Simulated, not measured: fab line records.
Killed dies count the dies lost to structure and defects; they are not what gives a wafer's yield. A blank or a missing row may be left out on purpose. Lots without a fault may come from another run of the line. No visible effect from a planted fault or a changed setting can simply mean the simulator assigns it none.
Chamber matching || flow nand-harc || 4 sister chambers for NHARC_A_SLIT_DESCUM_14 on rie-diel-10
The step chemistry O2, time 3 s. 4 wafers are shown with their chamber, then 9 later ones without.

## EACH WAFER AND ITS CHAMBER
{"wafer": "L085.3", "chamber": 3, "drypump-motor-current-A (A)": 5.8}
{"wafer": "L085.5", "chamber": 2, "drypump-motor-current-A (A)": 4.9}
{"wafer": "L087.2", "chamber": 0, "drypump-motor-current-A (A)": 5.6}
{"wafer": "L087.5", "chamber": 1, "drypump-motor-current-A (A)": 5.7}

## WAFERS WITHOUT THEIR CHAMBER
{"wafer": "L090.1", "drypump-motor-current-A (A)": 5.6}
{"wafer": "L090.3", "drypump-motor-current-A (A)": 5.7}
{"wafer": "L090.5", "drypump-motor-current-A (A)": 5.7}
{"wafer": "L093.2", "drypump-motor-current-A (A)": 5.6}
{"wafer": "L093.5", "drypump-motor-current-A (A)": 4.8}
{"wafer": "L093.6", "drypump-motor-current-A (A)": 5.8}
{"wafer": "L097.2", "drypump-motor-current-A (A)": 5.8}
{"wafer": "L097.3", "drypump-motor-current-A (A)": 5.7}
{"wafer": "L097.4", "drypump-motor-current-A (A)": 4.8}

## WHICH CHAMBER EACH ONE RAN IN
{"wafer": "L090.1", "from the rows above": 0, "in truth": 0}
{"wafer": "L090.3", "from the rows above": 1, "in truth": 1}
{"wafer": "L090.5", "from the rows above": 1, "in truth": 1}
{"wafer": "L093.2", "from the rows above": 0, "in truth": 0}
{"wafer": "L093.5", "from the rows above": 2, "in truth": 2}
{"wafer": "L093.6", "from the rows above": 3, "in truth": 3}
{"wafer": "L097.2", "from the rows above": 3, "in truth": 3}
{"wafer": "L097.3", "from the rows above": 1, "in truth": 1}
{"wafer": "L097.4", "from the rows above": 2, "in truth": 2}
Correct placement for 9 of the 9. Not placeable from these rows: 0. Wrongly placed: 0.
How it was worked out, from the rows above alone: a wafer's distance from a chamber is the root of the sum, over the readings, of the square of ((its reading less the chamber's mean) divided by the reading's scatter). If the next closest chamber is less than 2 further off than the closest, the wafer can't be placed; otherwise it belongs to the closest. The mean given for a chamber averages the wafers shown for that chamber. The scatter (one wafer shown for each chamber): square how far every hidden wafer sits from the nearest shown wafer, average those squares and take the square root.
